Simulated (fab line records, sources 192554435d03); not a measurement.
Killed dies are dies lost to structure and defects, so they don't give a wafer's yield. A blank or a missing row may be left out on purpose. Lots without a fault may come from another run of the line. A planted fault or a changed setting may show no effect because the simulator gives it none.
Split-lot experiment | flow n5_finfet | 7 lots, 21 wafers read, on a route of 1938 steps

THE SPLIT
At N5_SDB_EXPOSE_08 (exposes mask SDB), the setting dose_mj was moved away from the recipe's 49.6 on 8 of the 21 wafers read, by -6.8% to +7.2%. The other wafers ran this setting at the recipe's value.

FROM THE SPLIT TO THE READING: what the file shows between them, 2 steps
- N5_SDB_PEB_09: peb time 60 s
- N5_SDB_DEVELOP_10: develop time 30 s

THE READING
cd_nm, in nm, at N5_SDB_CD_MEAS_11 (target cd 50 nm). Fault-free wafers of this fab line usually give 48.7 nm, standard deviation 1.3 nm.

wafer  | tool, chamber at the split | dose_mj as run | against the recipe | cd_nm, nm | against lot-mates on the recipe
L075.1 | arfi_scanner-01, 0         | 53.15          | +7.2%              | 54.1      | +5.9
L075.2 | arfi_scanner-01, 0         | 49.6           | recipe             | 48.1      | -
L075.3 | arfi_scanner-01, 0         | 49.6           | recipe             | 48.2      | -
L079.1 | arfi_scanner-02, 0         | 47.72          | -3.8%              | 46.0      | -2.3
L079.2 | arfi_scanner-02, 0         | 47.72          | -3.8%              | 44.5      | -3.8
L079.5 | arfi_scanner-02, 0         | 49.6           | recipe             | 48.3      | -
L081.3 | arfi_scanner-02, 0         | 49.6           | recipe             | 47.8      | -
L081.5 | arfi_scanner-02, 0         | 49.6           | recipe             | 47.5      | -
L081.6 | arfi_scanner-02, 0         | 46.24          | -6.8%              | 40.4      | -7.2
L086.2 | arfi_scanner-02, 0         | 47.47          | -4.3%              | 43.9      | -4.2
L086.4 | arfi_scanner-02, 0         | 49.6           | recipe             | 47.3      | -
L086.6 | arfi_scanner-02, 0         | 49.6           | recipe             | 49.0      | -
L091.3 | arfi_scanner-03, 0         | 48.27          | -2.7%              | 44.9      | -5.0
L091.4 | arfi_scanner-03, 0         | 48.27          | -2.7%              | 45.9      | -4.0
L091.6 | arfi_scanner-03, 0         | 49.6           | recipe             | 49.9      | -
L090.4 | arfi_scanner-01, 0         | 49.6           | recipe             | 50.0      | -
L090.5 | arfi_scanner-01, 0         | 49.6           | recipe             | 50.1      | -
L090.6 | arfi_scanner-01, 0         | 52.04          | +4.9%              | 53.9      | +3.9
L097.1 | arfi_scanner-02, 0         | 49.6           | recipe             | 48.4      | -
L097.2 | arfi_scanner-02, 0         | 49.6           | recipe             | 48.9      | -
L097.4 | arfi_scanner-02, 0         | 49.6           | recipe             | 50.8      | -

THE FIT
A straight line over all 21 wafers: cd_nm changes by +1 nm for each +1% of dose_mj; r = +0.94; the points scatter about the line by 1.1 nm.
The same after taking each lot's own level away (the mean of its wafers on the recipe; 21 wafers): +0.946 nm for each +1%; r = +0.95; scatter 0.9 nm.
On that fit, the largest move of dose_mj shifts the reading by 6.8 nm.
The lots' own levels span 47.65 to 50.05 nm, that is 1.8 times the standard deviation above.
So the lot-to-lot level changes the slope little: the two slopes agree.
Check: with one of the wafers moved furthest among these (+7.2%) left out of the fit, the line predicts +6.86 nm for it against its lot-mates. It came out at +5.95 nm against them.

THE WHOLE CHAIN: every reading that the file lists as answering this split, in the file's order
step              | what it does                                         | reading                                                           | change (the file's fit)               | r (the file's)
N5_SDB_CD_MEAS_11 | target cd 50 nm                                      | cd_nm                                                             | +0.943 nm for each +1% of the setting | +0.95
N5_SDB_ETCH_17    | etches SiARC in CF4, target depth 23.4 nm, time 39 s | SDB.cd_offset_nm (the simulator's own value, which no gauge read) | +0.969 nm for each +1% of the setting | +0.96

THE FILE'S OWN FIT
cd_nm changes by +0.943 nm for each +1% of dose_mj, r = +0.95.
